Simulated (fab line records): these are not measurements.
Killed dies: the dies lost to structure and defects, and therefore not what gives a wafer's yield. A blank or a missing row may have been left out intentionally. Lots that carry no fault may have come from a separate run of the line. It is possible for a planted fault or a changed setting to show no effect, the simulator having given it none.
fab line records / flow n5_finfet
record: lots: 7 wafers: 21
route steps=1938 shown PASSIVATION@1915
start_h: the number of hours between the record's first day and the start of the first shown wafer of the lot / wait_h: time in hours since the lot's previous step / " unchanged from the row above / L1.1+2: several wafers, shown together as one row / - no value present, or no start provided / * or withheld: withheld / < > ~ a bound
route shown NAME@n: names a module that has steps shown in the file, with the first one's number in the route / usual: mean/standard deviation taken from wafers without a fault / same: alike in all rows / chamber/n: place in a boat / sites: per-site readings / _std_site: their standard deviation / _edge_site: outer sites' mean less inner sites' / radius_mm: how far each site lies from the wafer's centre / mask NAME#n: copy n / behind: the last tool/chamber to shape the wafer / hold: the reason the lot was held/the length of the hold in hours/how it ended / device: which transistor (n, p or np) failed to switch / end of line: tests of these same wafers at the route's end / where a step has no rows: the recipe by itself / killed: not the wafer's yield, but the dies lost to structure and defects at the first sort / map: the dies of a wafer, with x for killed, . for not killed, _ for no die there
set.NAME: the setting that was run; set.NAME@STEP: the one run at that earlier step / model.NAME: the simulator's own value behind a step, which no gauge read
lots run with intentionally changed settings; tables by step, rows by wafer
== steps ==
step: N5_PASSIVATION_PECVD_53
recipe: material: SiO2 target_thk_a: 8000 temp_c: 400 precursor: TEOS/O2 pressure_torr: 6.5 rf_w: withheld teos_flow_sccm: withheld gas: O2 flow_sccm: 2650 time_s: 169.4
lot.wafer=L077.1 tool=pecvd-04 chamber=2 start_h=298.70 wait_h=0.0 set.time_s=169.4 model.SiO2_of_PASSIVATION_PECVD_53.thk_nm=786.2
lot.wafer=L077.2 tool=pecvd-04 chamber=1 start_h=298.70 wait_h=0.0 set.time_s=169.4 model.SiO2_of_PASSIVATION_PECVD_53.thk_nm=796.6
lot.wafer=L077.4 tool=pecvd-04 chamber=0 start_h=298.70 wait_h=0.0 set.time_s=169.4 model.SiO2_of_PASSIVATION_PECVD_53.thk_nm=817.4
lot.wafer=L082.1 tool=pecvd-01 chamber=1 start_h=340.77 wait_h=0.0 set.time_s=158.5 model.SiO2_of_PASSIVATION_PECVD_53.thk_nm=738.4
lot.wafer=L082.4 tool=pecvd-01 chamber=0 start_h=340.77 wait_h=0.0 set.time_s=169.4 model.SiO2_of_PASSIVATION_PECVD_53.thk_nm=812.6
lot.wafer=L082.5 tool=pecvd-01 chamber=1 start_h=340.77 wait_h=0.0 set.time_s=158.5 model.SiO2_of_PASSIVATION_PECVD_53.thk_nm=751.8
lot.wafer=L085.1 tool=pecvd-03 chamber=2 start_h=350.66 wait_h=0.0 set.time_s=158.1 model.SiO2_of_PASSIVATION_PECVD_53.thk_nm=756
lot.wafer=L085.3 tool=pecvd-03 chamber=0 start_h=350.66 wait_h=0.0 set.time_s=169.4 model.SiO2_of_PASSIVATION_PECVD_53.thk_nm=801
lot.wafer=L085.4 tool=pecvd-03 chamber=0 start_h=350.66 wait_h=0.0 set.time_s=158.1 model.SiO2_of_PASSIVATION_PECVD_53.thk_nm=762
lot.wafer=L086.2 tool=pecvd-01 chamber=0 start_h=351.14 wait_h=0.0 set.time_s=169.4 model.SiO2_of_PASSIVATION_PECVD_53.thk_nm=787.2
lot.wafer=L086.5 tool=pecvd-01 chamber=0 start_h=351.14 wait_h=0.0 set.time_s=169.4 model.SiO2_of_PASSIVATION_PECVD_53.thk_nm=799.4
lot.wafer=L086.6 tool=pecvd-01 chamber=1 start_h=351.14 wait_h=0.0 set.time_s=188.2 model.SiO2_of_PASSIVATION_PECVD_53.thk_nm=885
lot.wafer=L089.1 tool=pecvd-01 chamber=1 start_h=375.37 wait_h=0.0 set.time_s=169.4 model.SiO2_of_PASSIVATION_PECVD_53.thk_nm=778
lot.wafer=L089.3 tool=pecvd-01 chamber=0 start_h=375.37 wait_h=0.0 set.time_s=169.4 model.SiO2_of_PASSIVATION_PECVD_53.thk_nm=782.2
lot.wafer=L089.4 tool=pecvd-01 chamber=2 start_h=375.37 wait_h=0.0 set.time_s=169.4 model.SiO2_of_PASSIVATION_PECVD_53.thk_nm=804
lot.wafer=L092.2 tool=pecvd-03 chamber=1 start_h=407.96 wait_h=0.0 set.time_s=169.4 model.SiO2_of_PASSIVATION_PECVD_53.thk_nm=796.2
lot.wafer=L092.4 tool=pecvd-03 chamber=2 start_h=407.96 wait_h=0.0 set.time_s=151.8 model.SiO2_of_PASSIVATION_PECVD_53.thk_nm=720.2
lot.wafer=L092.6 tool=pecvd-03 chamber=0 start_h=407.96 wait_h=0.0 set.time_s=151.8 model.SiO2_of_PASSIVATION_PECVD_53.thk_nm=716.8
lot.wafer=L094.3 tool=pecvd-01 chamber=1 start_h=413.94 wait_h=0.0 set.time_s=169.4 model.SiO2_of_PASSIVATION_PECVD_53.thk_nm=785.8
lot.wafer=L094.5 tool=pecvd-01 chamber=2 start_h=413.94 wait_h=0.0 set.time_s=169.4 model.SiO2_of_PASSIVATION_PECVD_53.thk_nm=803.2
lot.wafer=L094.6 tool=pecvd-01 chamber=1 start_h=413.94 wait_h=0.0 set.time_s=169.4 model.SiO2_of_PASSIVATION_PECVD_53.thk_nm=787
step: N5_PASSIVATION_PECVD_35
recipe: material: SiNx target_thk_a: 7000 temp_c: 400 precursor: SiH4/NH3/N2 pressure_torr: 4.9 rf_w: 1406 time_s: 151.3
step: N5_PASSIVATION_HMDS_37
recipe: time_s: 60 temp_c: 120
step: N5_PASSIVATION_SRD_72
recipe: dry: ipa_marangoni time_s: 30 temp_c: 23 rinse_liquid: diw
step: N5_PASSIVATION_ANNEAL_56
recipe: temp_c: 400 time_s: 1800 ambient: FGA idle_temp_c: 300 ramp_up_c_per_min: 5 ramp_down_c_per_min: 3
step: N5_PASSIVATION_PROBE_49
usual: defect_limited_yield: 91.1/1.5 killed_at_M0_to_M3: 35/9.5 killed_at_M4_up: 13/5.2 killed_at_contacts: 12/6.1 killed_at_front_end: 41/14 killed_at_other: 3.8/2.9 killed_dies: 105/17 killed_open: 70/13 killed_short: 33/8.4 sort_bin_4_leakage: 0/0 sort_bin_5_function: 5.1/0.97 sort_bin_6_memory: 3.4/0.69 sort_bin_8_speed: 0.00/0.007 sort_n_pass: 1075/17 sort_yield_pct: 91.1/1.5
same: gross_dies: 1180 killed_at_back_side: 0
lot.wafer=L077.1 tool=prober-01 chamber=- start_h=302.81 wait_h=0.3 set.time_s@PASSIVATION_ETCH_59=34.9 defect_limited_yield[%]=89.3 killed_at_M0_to_M3=51 killed_at_M4_up=17 killed_at_contacts=10 killed_at_front_end=45 killed_at_other=3 killed_dies=126 killed_open=96 killed_short=30 sort_bin_4_leakage[%]=0 sort_bin_5_function[%]=6.3 sort_bin_6_memory[%]=4.1 sort_bin_8_speed[%]=0 sort_n_pass=1054 sort_yield_pct[%]=89.3
lot.wafer=L077.2 tool=prober-01 chamber=- start_h=302.86 wait_h=0.4 set.time_s@PASSIVATION_ETCH_59=27.33 defect_limited_yield[%]=88.1 killed_at_M0_to_M3=39 killed_at_M4_up=9 killed_at_contacts=10 killed_at_front_end=30 killed_at_other=52 killed_dies=140 killed_open=61 killed_short=25 sort_bin_4_leakage[%]=3.90 sort_bin_5_function[%]=9.0 sort_bin_6_memory[%]=2.5 sort_bin_8_speed[%]=0.08 sort_n_pass=993 sort_yield_pct[%]=84.2
lot.wafer=L077.4 tool=prober-01 chamber=- start_h=302.96 wait_h=0.5 set.time_s@PASSIVATION_ETCH_59=34.9 defect_limited_yield[%]=89.7 killed_at_M0_to_M3=28 killed_at_M4_up=12 killed_at_contacts=17 killed_at_front_end=61 killed_at_other=3 killed_dies=121 killed_open=81 killed_short=40 sort_bin_4_leakage[%]=4.92 sort_bin_5_function[%]=5.4 sort_bin_6_memory[%]=4.5 sort_bin_8_speed[%]=0 sort_n_pass=1001 sort_yield_pct[%]=84.8
lot.wafer=L082.1 tool=prober-01 chamber=- start_h=344.57 wait_h=0.0 set.time_s@PASSIVATION_ETCH_59=34.9 defect_limited_yield[%]=85.6 killed_at_M0_to_M3=35 killed_at_M4_up=47 killed_at_contacts=16 killed_at_front_end=71 killed_at_other=1 killed_dies=170 killed_open=84 killed_short=34 sort_bin_4_leakage[%]=0 sort_bin_5_function[%]=7.1 sort_bin_6_memory[%]=6.2 sort_bin_8_speed[%]=0 sort_n_pass=1010 sort_yield_pct[%]=85.6
lot.wafer=L082.4 tool=prober-01 chamber=- start_h=344.72 wait_h=0.2 set.time_s@PASSIVATION_ETCH_59=37.28 defect_limited_yield[%]=87.9 killed_at_M0_to_M3=41 killed_at_M4_up=21 killed_at_contacts=25 killed_at_front_end=54 killed_at_other=2 killed_dies=143 killed_open=86 killed_short=33 sort_bin_4_leakage[%]=0 sort_bin_5_function[%]=6.3 sort_bin_6_memory[%]=5.3 sort_bin_8_speed[%]=0 sort_n_pass=1037 sort_yield_pct[%]=87.9
lot.wafer=L082.5 tool=prober-01 chamber=- start_h=344.77 wait_h=0.2 set.time_s@PASSIVATION_ETCH_59=34.9 defect_limited_yield[%]=86.8 killed_at_M0_to_M3=38 killed_at_M4_up=42 killed_at_contacts=18 killed_at_front_end=53 killed_at_other=5 killed_dies=156 killed_open=94 killed_short=34 sort_bin_4_leakage[%]=0 sort_bin_5_function[%]=8.3 sort_bin_6_memory[%]=4.8 sort_bin_8_speed[%]=0 sort_n_pass=1024 sort_yield_pct[%]=86.8
lot.wafer=L085.1 tool=prober-01 chamber=- start_h=354.34 wait_h=0.0 set.time_s@PASSIVATION_ETCH_59=34.9 defect_limited_yield[%]=91.4 killed_at_M0_to_M3=26 killed_at_M4_up=20 killed_at_contacts=9 killed_at_front_end=42 killed_at_other=4 killed_dies=101 killed_open=68 killed_short=33 sort_bin_4_leakage[%]=0 sort_bin_5_function[%]=4.7 sort_bin_6_memory[%]=3.6 sort_bin_8_speed[%]=0 sort_n_pass=1079 sort_yield_pct[%]=91.4
lot.wafer=L085.3 tool=prober-01 chamber=- start_h=354.44 wait_h=0.1 set.time_s@PASSIVATION_ETCH_59=34.9 defect_limited_yield[%]=61.6 killed_at_M0_to_M3=37 killed_at_M4_up=373 killed_at_contacts=11 killed_at_front_end=29 killed_at_other=3 killed_dies=453 killed_open=59 killed_short=37 sort_bin_4_leakage[%]=0 sort_bin_5_function[%]=23.2 sort_bin_6_memory[%]=13.3 sort_bin_8_speed[%]=0 sort_n_pass=727 sort_yield_pct[%]=61.6
lot.wafer=L085.4 tool=prober-01 chamber=- start_h=354.49 wait_h=0.2 set.time_s@PASSIVATION_ETCH_59=39.86 defect_limited_yield[%]=49.1 killed_at_M0_to_M3=33 killed_at_M4_up=307 killed_at_contacts=19 killed_at_front_end=238 killed_at_other=4 killed_dies=601 killed_open=73 killed_short=26 sort_bin_4_leakage[%]=0 sort_bin_5_function[%]=30.3 sort_bin_6_memory[%]=17.1 sort_bin_8_speed[%]=0 sort_n_pass=579 sort_yield_pct[%]=49.1
lot.wafer=L086.2 tool=prober-01 chamber=- start_h=355.22 wait_h=0.1 set.time_s@PASSIVATION_ETCH_59=34.9 defect_limited_yield[%]=87.7 killed_at_M0_to_M3=25 killed_at_M4_up=43 killed_at_contacts=32 killed_at_front_end=43 killed_at_other=2 killed_dies=145 killed_open=81 killed_short=32 sort_bin_4_leakage[%]=0 sort_bin_5_function[%]=7.4 sort_bin_6_memory[%]=4.6 sort_bin_8_speed[%]=0 sort_n_pass=1035 sort_yield_pct[%]=87.7
lot.wafer=L086.5 tool=prober-01 chamber=- start_h=355.37 wait_h=0.2 set.time_s@PASSIVATION_ETCH_59=34.9 defect_limited_yield[%]=90.1 killed_at_M0_to_M3=31 killed_at_M4_up=40 killed_at_contacts=6 killed_at_front_end=33 killed_at_other=7 killed_dies=117 killed_open=50 killed_short=29 sort_bin_4_leakage[%]=0.08 sort_bin_5_function[%]=4.6 sort_bin_6_memory[%]=4.6 sort_bin_8_speed[%]=85.00 sort_n_pass=59 sort_yield_pct[%]=5.0
lot.wafer=L086.6 tool=prober-01 chamber=- start_h=355.42 wait_h=0.3 set.time_s@PASSIVATION_ETCH_59=42.17 defect_limited_yield[%]=28.4 killed_at_M0_to_M3=30 killed_at_M4_up=12 killed_at_contacts=20 killed_at_front_end=52 killed_at_other=731 killed_dies=845 killed_open=80 killed_short=37 sort_bin_4_leakage[%]=0 sort_bin_5_function[%]=66.5 sort_bin_6_memory[%]=4.7 sort_bin_8_speed[%]=0 sort_n_pass=335 sort_yield_pct[%]=28.4
lot.wafer=L089.1 tool=prober-02 chamber=- start_h=379.18 wait_h=0.0 set.time_s@PASSIVATION_ETCH_59=34.9 defect_limited_yield[%]=90.3 killed_at_M0_to_M3=28 killed_at_M4_up=20 killed_at_contacts=6 killed_at_front_end=59 killed_at_other=2 killed_dies=115 killed_open=74 killed_short=39 sort_bin_4_leakage[%]=0 sort_bin_5_function[%]=5.0 sort_bin_6_memory[%]=4.1 sort_bin_8_speed[%]=0 sort_n_pass=1065 sort_yield_pct[%]=90.3
lot.wafer=L089.3 tool=prober-02 chamber=- start_h=379.28 wait_h=0.1 set.time_s@PASSIVATION_ETCH_59=34.9 defect_limited_yield[%]=90.9 killed_at_M0_to_M3=42 killed_at_M4_up=15 killed_at_contacts=9 killed_at_front_end=33 killed_at_other=8 killed_dies=107 killed_open=75 killed_short=32 sort_bin_4_leakage[%]=0 sort_bin_5_function[%]=4.9 sort_bin_6_memory[%]=4.0 sort_bin_8_speed[%]=0 sort_n_pass=1073 sort_yield_pct[%]=90.9
lot.wafer=L089.4 tool=prober-02 chamber=- start_h=379.33 wait_h=0.2 set.time_s@PASSIVATION_ETCH_59=34.9 defect_limited_yield[%]=91.4 killed_at_M0_to_M3=34 killed_at_M4_up=16 killed_at_contacts=12 killed_at_front_end=37 killed_at_other=3 killed_dies=102 killed_open=69 killed_short=31 sort_bin_4_leakage[%]=0 sort_bin_5_function[%]=5.1 sort_bin_6_memory[%]=3.3 sort_bin_8_speed[%]=0 sort_n_pass=1078 sort_yield_pct[%]=91.4
lot.wafer=L092.2 tool=prober-01 chamber=- start_h=411.98 wait_h=0.1 set.time_s@PASSIVATION_ETCH_59=34.9 defect_limited_yield[%]=58.1 killed_at_M0_to_M3=28 killed_at_M4_up=176 killed_at_contacts=25 killed_at_front_end=264 killed_at_other=1 killed_dies=494 killed_open=93 killed_short=39 sort_bin_4_leakage[%]=0 sort_bin_5_function[%]=26.9 sort_bin_6_memory[%]=13.5 sort_bin_8_speed[%]=0 sort_n_pass=686 sort_yield_pct[%]=58.1
lot.wafer=L092.4 tool=prober-01 chamber=- start_h=412.08 wait_h=0.2 set.time_s@PASSIVATION_ETCH_59=37.92 defect_limited_yield[%]=89.8 killed_at_M0_to_M3=25 killed_at_M4_up=20 killed_at_contacts=7 killed_at_front_end=60 killed_at_other=8 killed_dies=120 killed_open=83 killed_short=30 sort_bin_4_leakage[%]=0 sort_bin_5_function[%]=6.2 sort_bin_6_memory[%]=3.6 sort_bin_8_speed[%]=0 sort_n_pass=1060 sort_yield_pct[%]=89.8
lot.wafer=L092.6 tool=prober-01 chamber=- start_h=412.18 wait_h=0.3 set.time_s@PASSIVATION_ETCH_59=37.92 defect_limited_yield[%]=90.2 killed_at_M0_to_M3=24 killed_at_M4_up=12 killed_at_contacts=13 killed_at_front_end=65 killed_at_other=2 killed_dies=116 killed_open=84 killed_short=32 sort_bin_4_leakage[%]=0 sort_bin_5_function[%]=6.2 sort_bin_6_memory[%]=3.4 sort_bin_8_speed[%]=0 sort_n_pass=1064 sort_yield_pct[%]=90.2
lot.wafer=L094.3 tool=prober-01 chamber=- start_h=417.76 wait_h=0.1 set.time_s@PASSIVATION_ETCH_59=34.9 defect_limited_yield[%]=21.8 killed_at_M0_to_M3=23 killed_at_M4_up=865 killed_at_contacts=6 killed_at_front_end=27 killed_at_other=2 killed_dies=923 killed_open=56 killed_short=25 sort_bin_4_leakage[%]=8.39 sort_bin_5_function[%]=51.6 sort_bin_6_memory[%]=18.6 sort_bin_8_speed[%]=1.86 sort_n_pass=136 sort_yield_pct[%]=11.5
lot.wafer=L094.5 tool=prober-01 chamber=- start_h=417.86 wait_h=0.2 set.time_s@PASSIVATION_ETCH_59=34.9 defect_limited_yield[%]=91.7 killed_at_M0_to_M3=38 killed_at_M4_up=29 killed_at_contacts=2 killed_at_front_end=29 killed_at_other=0 killed_dies=98 killed_open=54 killed_short=36 sort_bin_4_leakage[%]=0 sort_bin_5_function[%]=5.9 sort_bin_6_memory[%]=2.3 sort_bin_8_speed[%]=0 sort_n_pass=1082 sort_yield_pct[%]=91.7
lot.wafer=L094.6 tool=prober-01 chamber=- start_h=417.91 wait_h=0.3 set.time_s@PASSIVATION_ETCH_59=34.9 defect_limited_yield[%]=91.6 killed_at_M0_to_M3=33 killed_at_M4_up=25 killed_at_contacts=10 killed_at_front_end=30 killed_at_other=1 killed_dies=99 killed_open=56 killed_short=29 sort_bin_4_leakage[%]=0 sort_bin_5_function[%]=5.3 sort_bin_6_memory[%]=2.4 sort_bin_8_speed[%]=0 sort_n_pass=1081 sort_yield_pct[%]=91.6
killed by level:class
L077.1 FIN_SAQP:geometric_particle:open=14 BEOL_M4:geometric_particle:open=13 DUMMY_GATE:geometric_particle:open=11 BEOL_M3:geometric_particle:open=10 MOL_CONTACT_COAG:geometric_particle:open=8 BEOL_M2:geometric_particle:open=8 STI_FIN_REVEAL:geometric_particle:open=7 BEOL_M0_SAQP:geometric_particle:open=6
L077.2 PASSIVATION:area_etch=50 MOL_CONTACT_COAG:geometric_particle:open=10 BEOL_M2:geometric_particle:open=9 BEOL_M0_SAQP:geometric_particle:short=6 BEOL_M1:geometric_particle:open=6 FIN_SAQP:geometric_particle:short=5 STI_FIN_REVEAL:geometric_particle:open=5 BEOL_M4:geometric_particle:open=5
L077.4 DUMMY_GATE:geometric_particle:open=19 STI_FIN_REVEAL:geometric_particle:open=12 MOL_CONTACT_COAG:geometric_particle:open=11 FIN_SAQP:geometric_particle:open=10 BEOL_M0_SAQP:geometric_particle:open=10 BEOL_M0_SAQP:geometric_particle:short=7 MOL_CONTACT_COAG:geometric_particle:short=6 BEOL_M4:geometric_particle:open=6
L082.1 BEOL_M4:area_expose=25 GATE_CUT:area_expose=19 STI_FIN_REVEAL:geometric_particle:open=18 FIN_SAQP:geometric_particle:open=12 BEOL_M2:geometric_particle:open=12 FIN_SAQP:geometric_particle:short=11 MOL_CONTACT_COAG:geometric_particle:open=11 BEOL_M1:geometric_particle:open=6
L082.4 MOL_CONTACT_COAG:geometric_particle:open=23 GATE_CUT:area_expose=23 BEOL_M1:geometric_particle:open=10 BEOL_M2:geometric_particle:open=10 BEOL_M4:geometric_particle:open=8 BEOL_M3:geometric_particle:open=5 BEOL_M5:geometric_particle:open=5 FIN_SAQP:geometric_particle:open=4
L082.5 BEOL_M4:area_expose=27 STI_FIN_REVEAL:geometric_particle:open=25 MOL_CONTACT_COAG:geometric_particle:open=17 BEOL_M1:geometric_particle:open=9 BEOL_M4:geometric_particle:open=9 STI_FIN_REVEAL:geometric_particle:short=7 BEOL_M0_SAQP:geometric_particle:short=7 BEOL_M2:geometric_particle:open=7
L085.1 STI_FIN_REVEAL:geometric_particle:open=12 MOL_CONTACT_COAG:geometric_particle:open=8 BEOL_M0_SAQP:geometric_particle:open=8 BEOL_M0_SAQP:geometric_particle:short=8 BEOL_M4:geometric_particle:open=8 FIN_SAQP:geometric_particle:open=5 ILD0:geometric_particle:short=5 STARTING-WAFER:geometric_particle:open=5
L085.3 BEOL_M4:area_expose=357 BEOL_M0_SAQP:geometric_particle:short=12 BEOL_M4:geometric_particle:open=8 MOL_CONTACT_COAG:geometric_particle:open=7 BEOL_M0_SAQP:geometric_particle:open=6 BEOL_M2:geometric_particle:open=6 BEOL_M3:geometric_particle:open=6 STARTING-WAFER:geometric_particle:short=5
L085.4 BEOL_M4:area_expose=290 GATE_CUT:area_expose=210 MOL_CONTACT_COAG:geometric_particle:open=17 BEOL_M0_SAQP:geometric_particle:open=10 STI_FIN_REVEAL:geometric_particle:open=9 BEOL_M0_SAQP:geometric_particle:short=9 FIN_SAQP:geometric_particle:short=5 FIN_SAQP:geometric_particle:open=5
L086.2 BEOL_M4:area_expose=31 MOL_CONTACT_COAG:geometric_particle:open=21 STI_FIN_REVEAL:geometric_particle:open=19 MOL_CONTACT_COAG:geometric_particle:short=11 BEOL_M0_SAQP:geometric_particle:open=10 BEOL_M4:geometric_particle:open=8 BEOL_M1:geometric_particle:open=6 STI_FIN_REVEAL:geometric_particle:short=4
L086.5 BEOL_M4:area_expose=32 STI_FIN_REVEAL:geometric_particle:open=11 BEOL_M1:geometric_particle:open=9 BEOL_M0_SAQP:geometric_particle:short=7 STI_FIN_REVEAL:geometric_particle:short=5 GATE_CUT:geometric_particle:short=5 MOL_CONTACT_COAG:geometric_particle:open=5 GATE_CUT:geometric_particle:open=4
L086.6 PASSIVATION:area_pecvd=722 STI_FIN_REVEAL:geometric_particle:open=13 MOL_CONTACT_COAG:geometric_particle:open=12 BEOL_M1:geometric_particle:open=10 DUMMY_GATE:geometric_particle:open=9 MOL_CONTACT_COAG:geometric_particle:short=8 BEOL_M0_SAQP:geometric_particle:open=6 BEOL_M4:geometric_particle:open=6
L089.1 STI_FIN_REVEAL:geometric_particle:open=20 FIN_SAQP:geometric_particle:open=10 BEOL_M0_SAQP:geometric_particle:open=8 BEOL_M0_SAQP:geometric_particle:short=8 BEOL_M4:geometric_particle:open=7 BEOL_M4:geometric_particle:short=6 FIN_SAQP:geometric_particle:short=5 BEOL_M3:geometric_particle:open=5
L089.3 BEOL_M0_SAQP:geometric_particle:open=12 STI_FIN_REVEAL:geometric_particle:open=9 MOL_CONTACT_COAG:geometric_particle:open=8 BEOL_M3:geometric_particle:short=7 BEOL_M0_SAQP:geometric_particle:short=7 BEOL_M1:geometric_particle:open=7 BEOL_M4:geometric_particle:open=7 FIN_SAQP:geometric_particle:open=5
L089.4 MOL_CONTACT_COAG:geometric_particle:open=12 BEOL_M3:geometric_particle:open=9 STI_FIN_REVEAL:geometric_particle:open=8 DUMMY_GATE:geometric_particle:open=7 BEOL_M0_SAQP:geometric_particle:open=6 BEOL_M2:geometric_particle:open=6 BEOL_M0_SAQP:geometric_particle:short=5 FIN_SAQP:geometric_particle:open=4
L092.2 GATE_CUT:area_expose=193 BEOL_M4:area_expose=169 STI_FIN_REVEAL:geometric_particle:open=28 MOL_CONTACT_COAG:geometric_particle:open=19 FIN_SAQP:geometric_particle:open=12 STI_FIN_REVEAL:geometric_particle:short=8 BEOL_M0_SAQP:geometric_particle:short=7 MOL_CONTACT_COAG:geometric_particle:short=6
L092.4 STI_FIN_REVEAL:geometric_particle:open=25 FIN_SAQP:geometric_particle:open=10 STI_FIN_REVEAL:geometric_particle:short=8 BEOL_M1:geometric_particle:open=8 DUMMY_GATE:geometric_particle:open=7 BEOL_M0_SAQP:geometric_particle:open=7 BEOL_M5:area_expose=7 BEOL_M4:geometric_particle:open=6
L092.6 FIN_SAQP:geometric_particle:open=25 STI_FIN_REVEAL:geometric_particle:open=13 MOL_CONTACT_COAG:geometric_particle:open=11 FIN_SAQP:geometric_particle:short=6 BEOL_M0_SAQP:geometric_particle:short=6 BEOL_M3:geometric_particle:open=5 BEOL_M5:geometric_particle:open=5 GATE_CUT:geometric_particle:short=4
L094.3 BEOL_M4:area_expose=841 BEOL_M4:geometric_particle:open=10 DUMMY_GATE:geometric_particle:open=7 MOL_CONTACT_COAG:geometric_particle:open=6 BEOL_M0_SAQP:geometric_particle:short=6 STI_FIN_REVEAL:geometric_particle:open=5 BEOL_M3:geometric_particle:open=5 BEOL_M0_SAQP:geometric_particle:open=4
L094.5 BEOL_M4:geometric_particle:open=11 BEOL_M0_SAQP:area_peb=8 BEOL_M0_SAQP:geometric_particle:short=7 STI_FIN_REVEAL:geometric_particle:open=6 BEOL_M3:geometric_particle:open=5 BEOL_M5:geometric_particle:open=5 GATE_CUT:geometric_particle:short=4 BEOL_M0_SAQP:geometric_particle:open=4
L094.6 BEOL_M4:geometric_particle:open=12 BEOL_M0_SAQP:area_peb=9 STI_FIN_REVEAL:geometric_particle:open=8 MOL_CONTACT_COAG:geometric_particle:open=8 HKMG_FIN:area_etch=5 BEOL_M2:geometric_particle:short=4 BEOL_M2:geometric_particle:open=4 BEOL_M3:geometric_particle:open=4
== key ==
split: step: N5_PASSIVATION_PECVD_53 setting: time_s stated: 169.4 by: wafer
response: step: N5_PASSIVATION_PECVD_53 reading: model.SiO2_of_PASSIVATION_PECVD_53.thk_nm change: +8.01 per: 1% r: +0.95
split outside_this_file step=N5_PASSIVATION_ETCH_59 setting=time_s
split outside_this_file: this setting was split too, and the file shows its column; the key of that split is in another file
